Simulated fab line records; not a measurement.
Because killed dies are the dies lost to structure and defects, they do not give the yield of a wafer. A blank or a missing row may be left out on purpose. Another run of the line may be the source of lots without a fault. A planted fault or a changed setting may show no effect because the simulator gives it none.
fab line records ; flow n5-finfet
[record] lots = 4; wafers = 11; last-day = 17
route steps=1938 shown BEOL_M4@1099 BEOL_M5@1112 BEOL_M10@1488 PASSIVATION@1936
lots untouched by any fault: they come from a run of this same line in which no faults occurred
start-h: hours from the record's opening day to when the first of the lot's shown wafers began ; wait-h: hours elapsed since this lot's preceding step ; " repeats the value in the row above ; L1.1+2: a row that stands for several wafers ; - no value, or no start was given ; * or withheld: withheld ; < > ~ a bound
route shown NAME@n: NAME is a module with steps in the file, n the number in the route of the first one ; usual: average and standard deviation across the fault-free wafers ; same: alike in all rows ; chamber/n: place in a boat ; sites: the reading at each site ; _std_site: the standard deviation of these ; _edge_site: outer sites' mean less inner sites' ; radius-mm: how far each site lies from the wafer's centre ; mask NAME#n: copy n ; behind: the tool/chamber that last shaped the wafer ; hold: why the lot was held/for how many hours/how that ended ; device: the transistor (n, p or np) that didn't switch ; end of line: the route-end tests of the same wafers ; a step given without rows: its recipe and nothing more ; killed: dies that structure and defects cost at the first sort, which is not the same as the wafer's yield ; map: a wafer's dies, x killed, . not, _ none there
set.NAME: the setting as run; set.NAME@STEP: as run at that earlier step ; model.NAME: the simulator's own value behind a step, which no gauge read
lots at some steps of the route; a table a step, a row a wafer
services: a tool's chamber out of use, with start hour (start-h, from the record's first day; less than 0 if before it), hours out, and reason
[[steps]]
[step N5_BEOL_M4_ANNEAL_95]
[recipe] temp-c = 400; time-s = 240; ambient = vacuum
[step N5_BEOL_M4_SPUTTER_96]
[recipe] material = Cu; target-thk-a = 45; temp-c = -20; chamber-pressure-pa = 0.07; power-w = withheld; time-s = 8.29
[step N5_BEOL_M4_ECD_50]
[recipe] material = Cu; target-thk-a = 3000
[step N5_BEOL_M4_ANNEAL_51]
[recipe] temp-c = 225; time-s = 90; ambient = N2
[step N5_BEOL_M4_CMP_52]
[recipe] stop-on = SiOC; t-overpolish-s = 6.8; down-force-psi = 1; platen-rpm = 50; clearing-platen-down-force-psi = 1.5; clearing-platen-rpm = 50; post-cmp-clean = cu-alkaline; target-thk-nm = 40; clearing-platen-pad-velocity-m-s = 0.99484; pad-velocity-m-s = 0.99484
[step N5_BEOL_M4_PRE_CLEAN_60]
[recipe] gas = NH3/H2; time-s = 15; temp-c = *; rf-power-w = 300
[step N5_BEOL_M4_CO_CAP_55]
[recipe] material = Co; target-thk-a = 20; temp-c = 200; precursor = CCTBA/H2; pressure-torr = 30; time-s = 102.1
[step N5_BEOL_M4_PRE_CLEAN_56]
[recipe] gas = NH3; time-s = 15; temp-c = withheld; rf-power-w = 300
[step N5_BEOL_M4_DEP_57]
[recipe] material = SiCN; target-thk-a = 80; temp-c = withheld; precursor = 3MS/NH3; pressure-torr = 3; rf-w = 202; time-s = 14
[step N5_BEOL_M4_RC_MEAS_101]
[usual] DIBL_N = 36.3/1.6; DIBL_P = 36.4/1.8; IOFF_N = 0.163/0.027; IOFF_P = 0.22/0.033; ION_N = 673/9.8; ION_P = 461/6.7; SS_N = 71.5/0.58; SS_P = 73.4/0.67; VT_N = 249.4/2.9; VT_P = -250/3.2
lot.wafer;tool;chamber;start-h;wait-h;DIBL_N[mV/V];DIBL_P[mV/V];IOFF_N[nA/um];IOFF_P[nA/um];ION_N[uA/um];ION_P[uA/um];SS_N[mV/dec];SS_P[mV/dec];VT_N[mV];VT_P[mV]
L585.1;prober-02;0;219.35;0.0;36.7;38.4;0.189;0.29;687;475;71.9;73.8;245.7;-245
L585.3;prober-02;0;219.35;0.0;37.3;39.1;0.212;0.32;683;476;71.8;74.1;244.2;-242
L586.1;prober-02;0;232.02;0.0;36.1;36.0;0.146;0.19;668;455;72.0;73.3;252.8;-253
L586.4;prober-02;0;232.02;0.0;38.7;40.8;0.217;0.26;696;475;72.2;74.5;243.4;-247
L586.6;prober-02;0;232.02;0.0;36.9;37.7;0.165;0.20;670;460;72.0;73.3;249.9;-251
L596.1;prober-01;0;282.54;0.0;36.2;35.8;0.134;0.19;650;455;71.6;73.3;255.0;-253
L596.2;prober-01;0;282.54;0.0;37.4;38.2;0.166;0.24;686;470;71.7;74.0;249.4;-249
L596.3;prober-01;0;282.54;0.0;36.4;36.5;0.132;0.20;661;455;72.0;73.3;255.2;-249
L597.2;prober-01;0;306.00;0.2;34.4;33.8;0.134;0.19;674;458;71.6;72.2;252.2;-251
L597.4;prober-01;0;306.00;0.2;34.6;34.2;0.141;0.20;683;468;71.3;72.4;248.7;-250
L597.6;prober-01;0;306.00;0.2;34.2;33.3;0.127;0.18;670;465;71.2;72.5;255.4;-253
[step N5_BEOL_M5_ILD_DEP_00]
[recipe] material = SiCOH_lowk; target-thk-a = 1406.4; temp-c = 300; precursor = DEMS/porogen; pressure-torr = 5; rf-w = 500; time-s = 25.9
[step N5_BEOL_M5_CURE_79]
[recipe] temp-c = 385; time-s = 240; ambient = He/Ar; material = SiCOH_lowk
[step N5_BEOL_M5_PECVD_70]
[recipe] material = SiO2; target-thk-a = 160; temp-c = 400; precursor = TEOS/O2; pressure-torr = 5.5; rf-w = 450; teos-flow-sccm = 53.8; gas = O2; flow-sccm = 3000; time-s = 18
[step N5_BEOL_M5_HM_DEP_02]
[recipe] material = TiN; target-thk-a = 200; temp-c = 25; chamber-pressure-pa = 0.49996
[step N5_BEOL_M5_COAT_59]
[recipe] resist = SOC; temp-c = 250; time-s = 60; spin-rpm = 1500; resist-thk-nm = 60
[step N5_BEOL_M5_COAT_60]
[recipe] resist = SiARC; temp-c = 220; time-s = 60; spin-rpm = 1500; resist-thk-nm = 12
[step N5_BEOL_M5_COAT_71]
[recipe] resist = underlayer; temp-c = 205; time-s = 60; spin-rpm = 1500; resist-thk-nm = 5
[step N5_BEOL_M5_COAT_05]
[recipe] resist = CAR-EUV; spin-rpm = 1500; resist-thk-nm = 30
[step N5_BEOL_M5_EBR_07]
[recipe] solvent = PGMEA; ebr-width-mm = 1.5
[step N5_BEOL_M5_SOFTBAKE_06]
[recipe] temp-c = 110; time-s = 60; resist = CAR-EUV
[step N5_BEOL_M5_EXPOSE_08]
[recipe] mask-id = M5; na = 0.33; source-shape = annular; sigma-inner = 0.4; sigma-outer = 0.8; polarization = unpolarized; target-cd-nm = 28; dose-mj = 35.75
[step N5_BEOL_M5_PEB_09]
[recipe] peb-temp-c = 100; peb-time-s = 60; resist = CAR-EUV
[step N5_BEOL_M5_DEVELOP_10]
[recipe] develop-time-s = 30; developer = TMAH; resist = CAR-EUV; rinse-liquid = surfactant-rinse; dry = air-spin; dev-temp-c = 23
[step N5_BEOL_M5_DESCUM_16]
[recipe] chemistry = O2; time-s = 7; source-power-w = 50; bias-power-w = 20; pressure-mtorr = 20; rf-frequency-hz = 2.712e+07; temp-c = 40; resist = CAR-EUV; o2-flow-sccm = 225
[step N5_BEOL_M5_ETCH_72]
[recipe] chemistry = N2/H2; target = underlayer; target-depth-a = 65; mask-material = CAR-EUV; time-s = 5.2; ion-energy-ev = 200; pressure-mtorr = 30; source-w = 840; bias-w = 150; n2-flow-sccm = 200; h2-flow-sccm = 200; ends = cleared
[step N5_BEOL_M5_ETCH_61]
[recipe] chemistry = CF4; target = SiARC; target-depth-a = 156; mask-material = CAR-EUV; time-s = 26; ion-energy-ev = 80; pressure-mtorr = 40; source-w = 545; bias-w = 36; Ar_flow_sccm = 100; cf4-flow-sccm = 100; ends = cleared
[step N5_BEOL_M5_ETCH_62]
[recipe] chemistry = N2/H2; target = SOC; target-depth-a = 750; overetch-a = 150; mask-material = SiARC; temp-c = 40; time-s = 112.5; ion-energy-ev = 200; pressure-mtorr = 30; source-w = 840; bias-w = 150; n2-flow-sccm = 200; h2-flow-sccm = 200
[step N5_BEOL_M5_STRIP_63]
[recipe] chemistry = N2/H2; temp-c = 40; n2-flow-sccm = 200; h2-flow-sccm = 200; rf-frequency-hz = 6e+07
[step N5_BEOL_M5_STRIP_73]
[recipe] chemistry = N2/H2; temp-c = 40; n2-flow-sccm = 200; h2-flow-sccm = 200; rf-frequency-hz = 6e+07
[step N5_BEOL_M5_STRIP_64]
[recipe] chemistry = CF4; resist = SiARC; power-w = 300; bias-power-w = 75; pressure-mtorr = 50; cf4-flow-sccm = 150; rf-frequency-hz = 6e+07
[step N5_BEOL_M5_HM_OPEN_17]
[recipe] chemistry = Cl2/BCl3; target-depth-a = 200; overetch-a = 60; target = TiN; mask-material = SOC; ion-energy-ev = 150; pressure-mtorr = 10; icp-w = 1000; bias-w = 126; Cl2_flow_sccm = 53.25; bcl3-flow-sccm = 21.75; Ar_flow_sccm = 25
[step N5_BEOL_M5_STRIP_19]
[recipe] chemistry = O2; power-w = 400; temp-c = 40; pressure-mtorr = 30; rf-frequency-hz = 6e+07; bias-power-w = 0; overash-fraction = 0.2; o2-flow-sccm = 225
[step N5_BEOL_M5_COAT_65]
[recipe] resist = SOC; temp-c = 250; time-s = 60; spin-rpm = 1500; resist-thk-nm = 60
[step N5_BEOL_M5_COAT_66]
[recipe] resist = SiARC; temp-c = 220; time-s = 60; spin-rpm = 1500; resist-thk-nm = 12
[step N5_BEOL_M10_ETCH_62]
[recipe] chemistry = N2/H2; target = SOC; target-depth-a = 1100; overetch-a = 220; mask-material = SiARC; temp-c = 40; time-s = 165; ion-energy-ev = 200; pressure-mtorr = 30; source-w = 840; bias-w = 150; n2-flow-sccm = 200; h2-flow-sccm = 200
[usual] bias-w = 150.0/0.43; drypump-motor-current-A = 5.9/0.56; oes-product-au = 0.68/0.062; rf-vpp-V = 524.3/2.5; showerhead-plenum-p-Torr = 2.56/0.086; throttle-valve-pct = 17.93/0.22
lot.wafer;tool;chamber;start-h;wait-h;bias-w;drypump-motor-current-A;oes-product-au;rf-hours-counter-h;rf-vpp-V;showerhead-plenum-p-Torr;throttle-valve-pct;model.etch.depth-nm;model.SiARC_of_BEOL_M10_COAT_60.thk-nm;model.BEOL_M10.cd-offset-nm
L585.1;rie-diel-01;3;277.40;0.0;150.1;5.4;0.58;174;523.9;2.54;18.24;85.55;26;-1
L585.3;rie-diel-01;2;277.40;0.0;149.7;6.8;0.57;190;524.0;2.53;17.84;85.4;25.8;-2.6
L586.1;rie-diel-01;2;287.65;0.0;150.1;6.8;0.57;195;524.2;2.52;17.85;86.92;25.8;-1.4
L586.4;rie-diel-01;1;287.65;0.0;150.0;6.0;0.69;91;523.9;2.56;18.10;100;23.2;0
L586.6;rie-diel-01;3;287.65;0.0;150.3;5.4;0.62;-;523.9;2.54;18.26;99.89;23.6;0.2
L596.1;rie-diel-05;0;333.44;0.0;150.4;6.5;0.64;161;526.5;2.65;17.82;99.84;23.4;0.4
L596.2;rie-diel-05;3;333.44;0.0;149.6;5.9;0.72;69;527.7;2.68;17.94;100.1;23.2;1.2
L596.3;rie-diel-05;2;333.44;0.0;150.0;5.7;0.68;93;525.3;2.57;18.13;99.68;23.4;0.4
L597.2;rie-diel-01;2;364.22;0.0;150.2;6.8;0.60;227;522.9;2.51;17.93;99.9;24;0.6
L597.4;rie-diel-01;0;364.22;0.0;150.5;5.3;0.70;-;520.2;2.47;17.71;99.99;23.8;-0.2
L597.6;rie-diel-01;2;364.22;0.0;150.4;6.8;0.61;-;524.6;2.51;17.93;99.83;23.8;0
[step N5_BEOL_M10_HM_OPEN_17]
[recipe] chemistry = Cl2/BCl3; target-depth-a = 200; overetch-a = 60; target = TiN; mask-material = SOC; ion-energy-ev = 150; pressure-mtorr = 10; icp-w = 1000; bias-w = 126; Cl2_flow_sccm = 53.25; bcl3-flow-sccm = 21.75; Ar_flow_sccm = 25
[usual] bias-w = 126.0/0.38; drypump-motor-current-A = 5.7/0.46; oes-product-au = 0.67/0.041; throttle-valve-pct = 22.02/0.14
lot.wafer;tool;chamber;start-h;wait-h;bias-w;drypump-motor-current-A;oes-product-au;rf-hours-counter-h;throttle-valve-pct
L585.1;rie-metal-02;1;277.59;0.0;125.7;5.8;0.34;6;22.34
L585.3;rie-metal-02;1;277.59;0.0;125.6;5.8;0.34;-;22.34
L586.1;rie-metal-01;1;287.84;0.0;126.0;6.4;0.30;47;22.61
L586.4;rie-metal-01;1;287.84;0.0;126.2;6.4;0.66;-;21.96
L586.6;rie-metal-01;1;287.84;0.0;126.1;6.4;0.66;-;21.96
L596.1;rie-metal-01;1;333.63;0.0;126.3;6.4;0.65;52;21.96
L596.2;rie-metal-01;0;333.63;0.0;125.8;5.6;0.69;24;22.10
L596.3;rie-metal-01;1;333.63;0.0;126.2;6.4;0.65;-;21.98
L597.2;rie-metal-03;1;364.41;0.0;126.2;5.0;0.64;52;21.98
L597.4;rie-metal-03;0;364.41;0.0;126.1;5.9;0.62;-;22.17
L597.6;rie-metal-03;1;364.41;0.0;125.6;5.0;0.63;-;22.00
[step N5_BEOL_M10_CD_MEAS_18]
[recipe] pitch-nm = 140; target-cd-nm = 70
[usual] cd-nm = 70.2/0.56
lot.wafer;tool;chamber;start-h;wait-h;cd-nm
L585.1;cd-sem-03;-;277.77;0.0;-
L585.3;cd-sem-03;-;277.77;0.0;-
L586.1;cd-sem-03;-;288.23;0.0;-
L586.4;cd-sem-03;-;288.23;0.0;70.1
L586.6;cd-sem-03;-;288.23;0.0;70.3
L596.1;cd-sem-02;-;333.93;0.0;70.6
L596.2;cd-sem-02;-;333.93;0.0;71.1
L596.3;cd-sem-02;-;333.93;0.0;71.0
L597.2;cd-sem-01;-;364.63;0.1;70.6
L597.4;cd-sem-01;-;364.63;0.1;70.0
L597.6;cd-sem-01;-;364.63;0.1;70.2
[step N5_BEOL_M10_VIA_ETCH_34]
[recipe] chemistry = C4F6/O2; target = SiCOH_lowk; target-depth-a = 1845; mask-material = SOC; taper-deg = 4; time-s = 69.2; ion-energy-ev = 250; pressure-mtorr = 30; source-w = 345; bias-w = 185; Ar_flow_sccm = 300; C4F6_flow_sccm = 10; O2_flow_sccm = 10
[usual] bias-w = 185.0/0.57; drypump-motor-current-A = 5.9/0.56; oes-product-au = 0.79/0.083; rf-vpp-V = 663/5.5; showerhead-plenum-p-Torr = 2.87/0.1; throttle-valve-pct = 20.98/0.2
lot.wafer;tool;chamber;start-h;wait-h;bias-w;drypump-motor-current-A;oes-product-au;rf-hours-counter-h;rf-vpp-V;showerhead-plenum-p-Torr;throttle-valve-pct
L585.1;rie-diel-05;1;280.02;0.0;185.5;6.7;0.25;241;651;2.70;20.85
L585.3;rie-diel-05;0;280.02;0.0;185.5;6.6;0.29;138;669;2.98;20.76
L586.1;rie-diel-01;0;292.82;0.0;185.1;5.2;0.32;52;654;2.78;20.62
L586.4;rie-diel-01;2;292.82;0.0;185.3;6.8;0.73;197;657;2.84;21.05
L586.6;rie-diel-01;2;292.82;0.0;186.4;6.8;0.72;-;659;2.84;21.05
L596.1;rie-diel-05;2;336.96;0.0;184.8;5.7;0.80;94;663;2.88;21.22
L596.2;rie-diel-05;3;336.96;0.0;185.2;5.9;0.86;70;672;2.99;20.99
L596.3;rie-diel-05;1;336.96;0.0;185.5;6.7;0.94;6;663;3.03;20.70
L597.2;rie-diel-02;1;368.52;0.0;184.9;5.5;0.68;239;667;2.70;21.02
L597.4;rie-diel-02;3;368.52;0.0;184.4;5.7;0.68;230;665;2.92;21.08
L597.6;rie-diel-02;2;368.52;0.0;184.7;5.1;0.83;-;658;2.77;20.78
[step N5_BEOL_M10_OCD_MEAS_38]
[usual] trench-depth-nm = 147.6/2.4
lot.wafer;tool;chamber;start-h;wait-h;trench-depth-nm
L585.1;ocd-02;-;280.31;-;-
L585.3;ocd-02;-;280.31;-;-
L586.1;ocd-02;-;293.10;-;-
L586.4;ocd-02;-;293.10;-;145.5
L586.6;ocd-02;-;293.10;-;146.8
L596.1;ocd-02;-;337.25;-;148.9
L596.2;ocd-02;-;337.25;-;151.4
L596.3;ocd-02;-;337.25;-;148.6
L597.2;ocd-02;-;368.80;-;143.0
L597.4;ocd-02;-;368.80;-;145.1
L597.6;ocd-02;-;368.80;-;149.4
[step N5_PASSIVATION_PROBE_49]
[usual] defect-limited-yield = 91.6/1.4; killed_at_M0_to_M3 = 30/8.7; killed_at_M4_up = 14/5.4; killed-at-contacts = 11/6.4; killed-at-front-end = 40/12; killed-at-other = 3/3.1; killed-dies = 99/17; killed-on-rim = 13/3.8; killed-open = 64/12; killed-short = 33/8.1; sort_bin_5_function = 4.9/0.88; sort_bin_6_memory = 3.1/0.69; sort-n-pass = 1081/17; sort-yield-pct = 91.6/1.4
[same] gross-dies = 1180; killed-at-back-side = 0; sort_bin_4_leakage[%] = 0; sort_bin_8_speed[%] = 0
lot.wafer;tool;chamber;start-h;wait-h;defect-limited-yield[%];killed_at_M0_to_M3;killed_at_M4_up;killed-at-contacts;killed-at-front-end;killed-at-other;killed-dies;killed-on-rim;killed-open;killed-short;sort_bin_5_function[%];sort_bin_6_memory[%];sort-n-pass;sort-yield-pct[%]
L585.1;prober-01;-;330.02;0.0;0;50;1074;10;40;6;1180;152;80;34;95.7;3.7;0;0
L585.3;prober-01;-;330.12;0.1;0;44;1066;9;56;5;1180;152;78;51;95.5;4.0;0;0
L586.1;prober-02;-;346.85;0.0;0;26;1096;8;46;4;1180;152;57;36;96.5;3.1;0;0
L586.4;prober-02;-;347.00;0.2;93.6;24;12;3;34;2;75;16;45;29;4.3;1.8;1105;93.6
L586.6;prober-02;-;347.10;0.3;91.4;21;21;4;53;3;102;15;61;39;5.4;3.0;1078;91.4
L596.1;prober-01;-;406.33;0.0;92.3;30;22;7;28;4;91;12;63;25;5.0;2.7;1089;92.3
L596.2;prober-01;-;406.38;0.1;92.1;27;10;11;41;4;93;12;60;26;4.7;2.6;1087;92.1
L596.3;prober-01;-;406.43;0.1;92.3;30;15;10;28;8;91;11;53;35;4.4;2.7;1089;92.3
L597.2;prober-01;-;417.64;0.1;92.5;30;13;5;40;0;88;9;57;30;4.7;2.5;1092;92.5
L597.4;prober-01;-;417.74;0.2;92.2;29;22;8;31;2;92;18;62;28;3.8;3.6;1088;92.2
L597.6;prober-01;-;417.84;0.3;92.3;32;9;5;43;2;91;9;55;34;4.7;2.6;1089;92.3
// killed by level:class
L585.1 BEOL_M10:area-etch=1065 BEOL_M0_SAQP:geometric-particle:open=21 BEOL_M0_SAQP:geometric-particle:short=12 STI_FIN_REVEAL:geometric-particle:open=11 FIN_SAQP:geometric-particle:open=10 BEOL_M0:geometric-particle:open=7 MOL_CONTACT_COAG:geometric-particle:open=6 FIN_SAQP:geometric-particle:short=5
L585.3 BEOL_M10:area-etch=1051 BEOL_M0_SAQP:geometric-particle:short=19 BEOL_M0_SAQP:geometric-particle:open=14 FIN_SAQP:geometric-particle:short=10 GATE_CUT:geometric-particle:open=10 FIN_SAQP:geometric-particle:open=9 BEOL_M4:geometric-particle:open=9 GATE_CUT:geometric-particle:short=7
L586.1 BEOL_M10:area-etch=1086 DUMMY_GATE:geometric-particle:open=11 GATE_CUT:geometric-particle:short=10 BEOL_M0_SAQP:geometric-particle:open=9 MOL_CONTACT_COAG:geometric-particle:open=7 BEOL_M0_SAQP:geometric-particle:short=6 FIN_SAQP:geometric-particle:short=4 GATE_CUT:geometric-particle:open=4
L586.4 FIN_SAQP:geometric-particle:open=8 BEOL_M0_SAQP:geometric-particle:short=8 FIN_SAQP:geometric-particle:short=6 BEOL_M2:geometric-particle:open=6 BEOL_M0_SAQP:geometric-particle:open=5 BEOL_M5:geometric-particle:open=5 GATE_CUT:geometric-particle:open=4 GATE_CUT:geometric-particle:short=4
L586.6 GATE_CUT:geometric-particle:short=15 DUMMY_GATE:geometric-particle:open=11 GATE_CUT:geometric-particle:open=8 STI_FIN_REVEAL:geometric-particle:open=7 BEOL_M0_SAQP:geometric-particle:short=7 BEOL_M0_SAQP:geometric-particle:open=5 BEOL_M7:geometric-particle:open=5 MOL_CONTACT_COAG:geometric-particle:open=4
L596.1 BEOL_M4:geometric-particle:open=10 BEOL_M0_SAQP:geometric-particle:open=9 FIN_SAQP:geometric-particle:open=7 FIN_SAQP:geometric-particle:short=7 BEOL_M0_SAQP:geometric-particle:short=7 BEOL_M6:geometric-particle:open=6 GATE_CUT:geometric-particle:short=5 MOL_CONTACT_COAG:geometric-particle:open=5
L596.2 FIN_SAQP:geometric-particle:open=11 MOL_CONTACT_COAG:geometric-particle:open=10 FIN_SAQP:geometric-particle:short=9 BEOL_M0_SAQP:geometric-particle:open=7 BEOL_M2:geometric-particle:open=6 BEOL_M3:geometric-particle:open=5 BEOL_M4:geometric-particle:open=5 BEOL_M1:geometric-particle:open=4
L596.3 MOL_CONTACT_COAG:geometric-particle:open=8 STI_FIN_REVEAL:geometric-particle:open=7 BEOL_M0_SAQP:geometric-particle:short=7 BEOL_M3:geometric-particle:open=7 BEOL_M0_SAQP:geometric-particle:open=5 FIN_SAQP:geometric-particle:short=4 GATE_CUT:geometric-particle:short=4 BEOL_M1:geometric-particle:open=4
L597.2 FIN_SAQP:geometric-particle:open=12 BEOL_M0_SAQP:geometric-particle:short=10 BEOL_M0_SAQP:geometric-particle:open=10 STI_FIN_REVEAL:geometric-particle:open=9 BEOL_M4:geometric-particle:open=6 FIN_SAQP:geometric-particle:short=4 BEOL_M3:geometric-particle:open=4 DUMMY_GATE:geometric-particle:open=3
L597.4 BEOL_M4:geometric-particle:open=16 BEOL_M0_SAQP:geometric-particle:short=13 FIN_SAQP:geometric-particle:open=11 BEOL_M0_SAQP:geometric-particle:open=10 MOL_CONTACT_COAG:geometric-particle:open=7 FIN_SAQP:geometric-particle:short=5 DUMMY_GATE:geometric-particle:open=4 BEOL_M3:geometric-particle:open=4
L597.6 FIN_SAQP:geometric-particle:open=15 FIN_SAQP:geometric-particle:short=10 BEOL_M0_SAQP:geometric-particle:short=10 BEOL_M0_SAQP:geometric-particle:open=8 GATE_CUT:geometric-particle:short=6 MOL_CONTACT_COAG:geometric-particle:open=5 BEOL_M1:geometric-particle:open=5 STI_FIN_REVEAL:geometric-particle:open=4
// map L585.1 (x killed, . not)
_________________xxxxxxxxxxxx________________
______________xxxxxxxxxxxxxxxxxx_____________
___________xxxxxxxxxxxxxxxxxxxxxxxx__________
__________xxxxxxxxxxxxxxxxxxxxxxxxxx_________
________xxxxxxxxxxxxxxxxxxxxxxxxxxxxxx_______
_______xxxxxxxxxxxxxxxxxxxxxxxxxxxxxxxx______
______xxxxxxxxxxxxxxxxxxxxxxxxxxxxxxxxxx_____
_____xxxxxxxxxxxxxxxxxxxxxxxxxxxxxxxxxxxx____
____xxxxxxxxxxxxxxxxxxxxxxxxxxxxxxxxxxxxxx___
___xxxxxxxxxxxxxxxxxxxxxxxxxxxxxxxxxxxxxxxx__
___xxxxxxxxxxxxxxxxxxxxxxxxxxxxxxxxxxxxxxxx__
__xxxxxxxxxxxxxxxxxxxxxxxxxxxxxxxxxxxxxxxxxx_
__xxxxxxxxxxxxxxxxxxxxxxxxxxxxxxxxxxxxxxxxxx_
_xxxxxxxxxxxxxxxxxxxxxxxxxxxxxxxxxxxxxxxxxxxx
_xxxxxxxxxxxxxxxxxxxxxxxxxxxxxxxxxxxxxxxxxxxx
_xxxxxxxxxxxxxxxxxxxxxxxxxxxxxxxxxxxxxxxxxxxx
_xxxxxxxxxxxxxxxxxxxxxxxxxxxxxxxxxxxxxxxxxxxx
_xxxxxxxxxxxxxxxxxxxxxxxxxxxxxxxxxxxxxxxxxxxx
_xxxxxxxxxxxxxxxxxxxxxxxxxxxxxxxxxxxxxxxxxxxx
_xxxxxxxxxxxxxxxxxxxxxxxxxxxxxxxxxxxxxxxxxxxx
_xxxxxxxxxxxxxxxxxxxxxxxxxxxxxxxxxxxxxxxxxxxx
__xxxxxxxxxxxxxxxxxxxxxxxxxxxxxxxxxxxxxxxxxx_
__xxxxxxxxxxxxxxxxxxxxxxxxxxxxxxxxxxxxxxxxxx_
___xxxxxxxxxxxxxxxxxxxxxxxxxxxxxxxxxxxxxxxx__
___xxxxxxxxxxxxxxxxxxxxxxxxxxxxxxxxxxxxxxxx__
____xxxxxxxxxxxxxxxxxxxxxxxxxxxxxxxxxxxxxx___
_____xxxxxxxxxxxxxxxxxxxxxxxxxxxxxxxxxxxx____
______xxxxxxxxxxxxxxxxxxxxxxxxxxxxxxxxxx_____
_______xxxxxxxxxxxxxxxxxxxxxxxxxxxxxxxx______
________xxxxxxxxxxxxxxxxxxxxxxxxxxxxxx_______
__________xxxxxxxxxxxxxxxxxxxxxxxxxx_________
___________xxxxxxxxxxxxxxxxxxxxxxxx__________
______________xxxxxxxxxxxxxxxxxx_____________
_________________xxxxxxxxxxxx________________
// map L586.1 (x killed, . not)
_________________xxxxxxxxxxxx________________
______________xxxxxxxxxxxxxxxxxx_____________
___________xxxxxxxxxxxxxxxxxxxxxxxx__________
__________xxxxxxxxxxxxxxxxxxxxxxxxxx_________
________xxxxxxxxxxxxxxxxxxxxxxxxxxxxxx_______
_______xxxxxxxxxxxxxxxxxxxxxxxxxxxxxxxx______
______xxxxxxxxxxxxxxxxxxxxxxxxxxxxxxxxxx_____
_____xxxxxxxxxxxxxxxxxxxxxxxxxxxxxxxxxxxx____
____xxxxxxxxxxxxxxxxxxxxxxxxxxxxxxxxxxxxxx___
___xxxxxxxxxxxxxxxxxxxxxxxxxxxxxxxxxxxxxxxx__
___xxxxxxxxxxxxxxxxxxxxxxxxxxxxxxxxxxxxxxxx__
__xxxxxxxxxxxxxxxxxxxxxxxxxxxxxxxxxxxxxxxxxx_
__xxxxxxxxxxxxxxxxxxxxxxxxxxxxxxxxxxxxxxxxxx_
_xxxxxxxxxxxxxxxxxxxxxxxxxxxxxxxxxxxxxxxxxxxx
_xxxxxxxxxxxxxxxxxxxxxxxxxxxxxxxxxxxxxxxxxxxx
_xxxxxxxxxxxxxxxxxxxxxxxxxxxxxxxxxxxxxxxxxxxx
_xxxxxxxxxxxxxxxxxxxxxxxxxxxxxxxxxxxxxxxxxxxx
_xxxxxxxxxxxxxxxxxxxxxxxxxxxxxxxxxxxxxxxxxxxx
_xxxxxxxxxxxxxxxxxxxxxxxxxxxxxxxxxxxxxxxxxxxx
_xxxxxxxxxxxxxxxxxxxxxxxxxxxxxxxxxxxxxxxxxxxx
_xxxxxxxxxxxxxxxxxxxxxxxxxxxxxxxxxxxxxxxxxxxx
__xxxxxxxxxxxxxxxxxxxxxxxxxxxxxxxxxxxxxxxxxx_
__xxxxxxxxxxxxxxxxxxxxxxxxxxxxxxxxxxxxxxxxxx_
___xxxxxxxxxxxxxxxxxxxxxxxxxxxxxxxxxxxxxxxx__
___xxxxxxxxxxxxxxxxxxxxxxxxxxxxxxxxxxxxxxxx__
____xxxxxxxxxxxxxxxxxxxxxxxxxxxxxxxxxxxxxx___
_____xxxxxxxxxxxxxxxxxxxxxxxxxxxxxxxxxxxx____
______xxxxxxxxxxxxxxxxxxxxxxxxxxxxxxxxxx_____
_______xxxxxxxxxxxxxxxxxxxxxxxxxxxxxxxx______
________xxxxxxxxxxxxxxxxxxxxxxxxxxxxxx_______
__________xxxxxxxxxxxxxxxxxxxxxxxxxx_________
___________xxxxxxxxxxxxxxxxxxxxxxxx__________
______________xxxxxxxxxxxxxxxxxx_____________
_________________xxxxxxxxxxxx________________
[[services]]
tool;chamber;start-h;hours;kind
rie-diel-02;2;258.74;4.7;repair
rie-metal-03;-;274.47;2.8;pm
rie-diel-01;0;293.16;1.2;repair
rie-diel-05;1;303.42;-;clean
rie-diel-05;1;303.42;-;consumable-replace:focus-ring
rie-diel-05;1;303.42;-;consumable-replace:showerhead
rie-diel-05;1;303.42;14.9;scheduled-down
rie-diel-05;1;303.42;14.9;vent-cycle
rie-diel-01;1;336.96;29.8;repair
rie-diel-01;3;346.95;3.7;repair
rie-diel-05;0;358.61;19.6;repair
rie-diel-05;-;359.51;0.3;repair
[[key]]
[first-sign] step = N5_BEOL_M10_HM_OPEN_17; reading = oes-product-au; direction = down; sigmas = 8.4; usual = 0.67; struck = 0.32
[effect] step = N5_BEOL_M10_CD_MEAS_18; reading = cd-nm; direction = missing
[effect] step = N5_BEOL_M10_VIA_ETCH_34; reading = oes-product-au; direction = down; sigmas = 6.1; usual = 0.79; struck = 0.29
[effect] step = N5_BEOL_M10_OCD_MEAS_38; reading = trench-depth-nm; direction = missing
[effect] step = N5_PASSIVATION_PROBE_49; reading = killed_at_M4_up; direction = up; sigmas = 99+; usual = 14; struck = 1079
[model-effect] step = N5_BEOL_M10_ETCH_62; value = etch.depth-nm; without = 100; struck = 85.96
[more-kills-born-at] N5_BEOL_M10_ETCH_62@rie-diel-01 = 3202
met-at N5_BEOL_M10_ETCH_62
struck-wafers L585.1,L585.3,L586.1
later-rows-left-out L585.1,L585.3,L586.1
[fault] kind = process-parameter-drift; tool = rie-diel-01; chamber = -; onset-h = 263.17; steps = N5_BEOL_M10_ETCH_62; channel = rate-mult; offset = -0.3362; shape = step; end-h = 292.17; scope = struck-wafers-only
// later-rows-left-out: the simulator's readings of these wafers behind a module that went badly wrong aren't trusted and aren't shown, but for the sort
